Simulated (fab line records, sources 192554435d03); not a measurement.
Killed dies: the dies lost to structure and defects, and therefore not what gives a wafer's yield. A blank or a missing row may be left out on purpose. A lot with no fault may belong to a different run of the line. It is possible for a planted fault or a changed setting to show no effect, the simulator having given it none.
fab line records | flow n5_finfet
record: lots: 5 wafers: 13 last_day: 20
route steps=1938 shown BEOL_M10@1527 BEOL_M11@1536
lots that met no fault: taken from a fault-free run of the same line
start_h: hours from the record's opening day to when the first of the lot's shown wafers began | wait_h: hours from the lot's prior step to this one | " as in the row above | L1.1+2: one row covering several wafers at once | - no value, or no start given | * or withheld: withheld | < > ~ a bound
route shown NAME@n: NAME is a module with steps in the file, n the number in the route of the first one | usual: average and standard deviation across the fault-free wafers | same: alike in all rows | chamber/n: place in a boat | sites: each site's reading | _std_site: how widely they spread, as a standard deviation | _edge_site: mean of outer sites minus mean of inner sites | radius_mm: for every site, how far away it sits from the centre of the wafer | mask NAME#n: copy n | behind: the last tool/chamber to shape the wafer | hold: cause of the lot's hold/its duration in hours/its outcome | device: the transistor (n, p or np) that didn't switch | end of line: the tests these same wafers got at the end of their route | where a step has no rows: the recipe by itself | killed: not the wafer's yield, but the dies lost to structure and defects at the first sort | map: a wafer's dies, x killed, . not, _ none there
set.NAME: the setting that was run; set.NAME@STEP: the one run at that earlier step | model.NAME: the simulator's own value behind a step, which no gauge read
certain route steps with their lots: each step a table, each wafer a row
services: a tool's chamber out of use, with start hour (start_h, from the record's first day; less than 0 if before it), hours out, and reason
== steps ==
step: N5_BEOL_M10_SPUTTER_48
recipe: material: Cu target_thk_a: 120 temp_c: -20 bias_v: 60 power_w: 26000 chamber_pressure_pa: 0.13 time_s: 2
step: N5_BEOL_M10_ECD_50
recipe: material: Cu target_thk_a: 3180
step: N5_BEOL_M10_ANNEAL_51
recipe: temp_c: 225 time_s: 90 ambient: N2
step: N5_BEOL_M10_CMP_52
recipe: stop_on: SiCOH_lowk t_overpolish_s: 7 down_force_psi: 1 platen_rpm: 50 clearing_platen_down_force_psi: 1.5 clearing_platen_rpm: 50 post_cmp_clean: cu_alkaline target_thk_nm: 140 clearing_platen_pad_velocity_m_s: 0.99484 pad_velocity_m_s: 0.99484
step: N5_BEOL_M10_PRE_CLEAN_55
recipe: gas: NH3 time_s: 15 temp_c: withheld rf_power_w: 300
step: N5_BEOL_M10_DEP_56
recipe: material: SiCN target_thk_a: 150 temp_c: withheld precursor: 3MS/NH3 pressure_torr: 3 rf_w: 202 time_s: 26.5
step: N5_BEOL_M11_ILD_DEP_00
recipe: material: SiCOH_lowk target_thk_a: 3085.1 temp_c: 300 precursor: DEMS/porogen pressure_torr: 5 rf_w: 500 time_s: 58
step: N5_BEOL_M11_CURE_71
recipe: temp_c: 385 time_s: 240 ambient: He/Ar material: SiCOH_lowk
step: N5_BEOL_M11_PECVD_70
recipe: material: SiO2 target_thk_a: 200 temp_c: 400 precursor: TEOS/O2 pressure_torr: 5.5 rf_w: 450 teos_flow_sccm: 53.8 gas: O2 flow_sccm: 3000 time_s: 22.7
usual: heater_power_w: 711/100 showerhead_plenum_p_Torr: 8.79/0.04 throttle_valve_pct: 22.5/1.6
columns lot.wafer tool chamber start_h wait_h heater_power_w showerhead_plenum_p_Torr throttle_valve_pct model.SiO2_of_BEOL_M11_PECVD_70.thk_nm
L974.1 pecvd-02 2 395.92 0.0 721 8.83 21.0 19.8
L974.4 " 0 " " 635 8.84 24.6 20.2
L974.6 " 0 " " 614 8.83 24.4 19.8
L973.4 pecvd-02 0 406.14 0.1 612 8.84 24.2 20.2
L973.6 " 0 " " 602 8.84 24.5 20.8
L972.1 pecvd-02 2 406.49 0.0 822 8.84 20.8 20.4
L972.6 " 2 " " 812 8.82 21.2 21
L975.2 pecvd-02 2 407.66 0.0 794 8.82 21.2 20
L975.3 " 2 " " 784 8.80 20.9 20.8
L975.6 " 0 " " 568 8.80 24.5 20.6
L976.2 pecvd-03 2 425.55 0.0 695 8.77 20.9 20
L976.3 " 1 " " 937 8.78 22.4 20
L976.5 " 1 " " 963 8.79 22.3 20.6
step: N5_BEOL_M11_HM_DEP_02
recipe: material: TiN target_thk_a: 200 temp_c: 25 chamber_pressure_pa: 0.49996
step: N5_BEOL_M11_COAT_59
recipe: resist: SOC temp_c: 250 time_s: 60 spin_rpm: 1500 resist_thk_nm: 100
step: N5_BEOL_M11_COAT_60
recipe: resist: SiARC temp_c: 220 time_s: 60 spin_rpm: 1500 resist_thk_nm: 30
step: N5_BEOL_M11_COAT_05
recipe: resist: CAR-ArF spin_rpm: 1500 resist_thk_nm: 90
step: N5_BEOL_M11_EBR_07
recipe: solvent: PGMEA ebr_width_mm: 1.5
step: N5_BEOL_M11_SOFTBAKE_06
recipe: temp_c: 110 time_s: 60 resist: CAR-ArF
step: N5_BEOL_M11_EXPOSE_08
recipe: mask_id: M11 na: 1.35 source_shape: dipole sigma_inner: 0.411 sigma_outer: 0.611 polarization: te dose_mj: 53.75
step: N5_BEOL_M11_PEB_09
recipe: peb_temp_c: withheld peb_time_s: 60 resist: CAR-ArF
step: N5_BEOL_M11_DEVELOP_10
recipe: develop_time_s: 30 developer: TMAH resist: CAR-ArF rinse_liquid: diw dry: air_spin dev_temp_c: 23
step: N5_BEOL_M11_DESCUM_16
recipe: chemistry: O2 time_s: 7.9 source_power_w: 50 bias_power_w: 20 pressure_mtorr: 20 rf_frequency_hz: 2.712e+07 temp_c: 40 resist: CAR-ArF o2_flow_sccm: 225
step: N5_BEOL_M11_ETCH_61
recipe: chemistry: CF4 target: SiARC target_depth_a: 390 mask_material: CAR-ArF time_s: 65 ion_energy_ev: 80 pressure_mtorr: 40 source_w: 545 bias_w: 36 Ar_flow_sccm: 100 cf4_flow_sccm: 100 ends: cleared
step: N5_BEOL_M11_ETCH_62
recipe: chemistry: N2/H2 target: SOC target_depth_a: 1100 overetch_a: 220 mask_material: SiARC temp_c: 40 time_s: 165 ion_energy_ev: 200 pressure_mtorr: 30 source_w: 840 bias_w: 150 n2_flow_sccm: 200 h2_flow_sccm: 200
step: N5_BEOL_M11_STRIP_68
recipe: chemistry: N2/H2 temp_c: 40 n2_flow_sccm: 200 h2_flow_sccm: 200 rf_frequency_hz: 6e+07
step: N5_BEOL_M11_STRIP_67
recipe: chemistry: CF4 resist: SiARC power_w: 300 bias_power_w: 75 pressure_mtorr: 50 cf4_flow_sccm: 150 rf_frequency_hz: 6e+07
step: N5_BEOL_M11_HM_OPEN_17
recipe: chemistry: Cl2/BCl3 target_depth_a: 200 overetch_a: 60 target: TiN mask_material: SOC ion_energy_ev: 150 pressure_mtorr: 10 icp_w: 1000 bias_w: 126 Cl2_flow_sccm: 53.25 bcl3_flow_sccm: 21.75 Ar_flow_sccm: 25
step: N5_BEOL_M11_STRIP_19
recipe: chemistry: O2 power_w: 400 temp_c: 40 pressure_mtorr: 30 rf_frequency_hz: 6e+07 bias_power_w: 0 overash_fraction: 0.2 o2_flow_sccm: 225
step: N5_BEOL_M11_COAT_63
recipe: resist: SOC temp_c: 250 time_s: 60 spin_rpm: 1500 resist_thk_nm: 100
step: N5_BEOL_M11_COAT_64
recipe: resist: SiARC temp_c: 220 time_s: 60 spin_rpm: 1500 resist_thk_nm: 30
step: N5_BEOL_M11_COAT_22
recipe: resist: CAR-ArF spin_rpm: 1500 resist_thk_nm: 90
step: N5_BEOL_M11_EBR_24
recipe: solvent: PGMEA ebr_width_mm: 1.5
step: N5_BEOL_M11_SOFTBAKE_23
recipe: temp_c: 110 time_s: 60 resist: CAR-ArF
step: N5_BEOL_M11_EXPOSE_25
recipe: mask_id: V10 na: 1.35 source_shape: annular sigma_inner: 0.5 sigma_outer: 0.8 polarization: unpolarized dose_mj: 85.5
step: N5_BEOL_M11_PEB_26
recipe: peb_temp_c: withheld peb_time_s: 60 resist: CAR-ArF
step: N5_BEOL_M11_DEVELOP_27
recipe: develop_time_s: 30 developer: TMAH resist: CAR-ArF rinse_liquid: diw dry: air_spin dev_temp_c: 23
step: N5_BEOL_M11_HM_STRIP_39
recipe: chemistry: peroxide_tin_strip material: TiN target_depth_a: 250 temp_c: 50 time_s: 158
columns lot.wafer tool chamber start_h wait_h model.SiO2_of_BEOL_M11_PECVD_70.thk_nm
L974.1+6 wet_bench-03 6,0 397.95 0.0 19.8
L974.4 " 5 " " 20
L973.4 wet_bench-04 6 410.71 0.0 20
L973.6 " 4 " " 20.8
L972.1 wet_bench-04 6 412.13 0.0 20.2
L972.6 " 1 " " 20.8
L975.2 wet_bench-02 7 414.29 0.0 19.8
L975.3+6 " 5,1 " " 20.6
L976.2+3 wet_bench-04 1,6 431.96 0.0 19.8
L976.5 " 0 " " 20.4
== services ==
columns tool chamber start_h hours kind
pecvd-02 0 381.77 2.6 repair
pecvd-02 1 384.35 - clean
pecvd-02 1 384.35 - consumable_replace:showerhead
pecvd-02 1 384.35 29.0 scheduled_down
pecvd-02 1 384.35 29.0 vent_cycle
wet_bench-02 - 424.98 11.5 repair
== key ==
first_sign none at tools or gauges
model_effect: step: N5_BEOL_M11_PECVD_70 value: SiO2_of_BEOL_M11_PECVD_70.thk_nm without: 20.15 struck: 20.8
model_effect: step: N5_BEOL_M11_HM_STRIP_39 value: SiO2_of_BEOL_M11_PECVD_70.thk_nm without: 19.95 struck: 20.7
met_at N5_BEOL_M11_PECVD_70
struck_wafers L972.6,L973.6,L975.3,L975.6
onset_between 395.92 406.14
fault: kind: process_parameter_drift tool: pecvd-02 chamber: - onset_h: 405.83 steps: N5_BEOL_M11_PECVD_70 channel: time_s offset: * shape: step end_h: 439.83 scope: struck_wafers_only acts_in: * stated: *
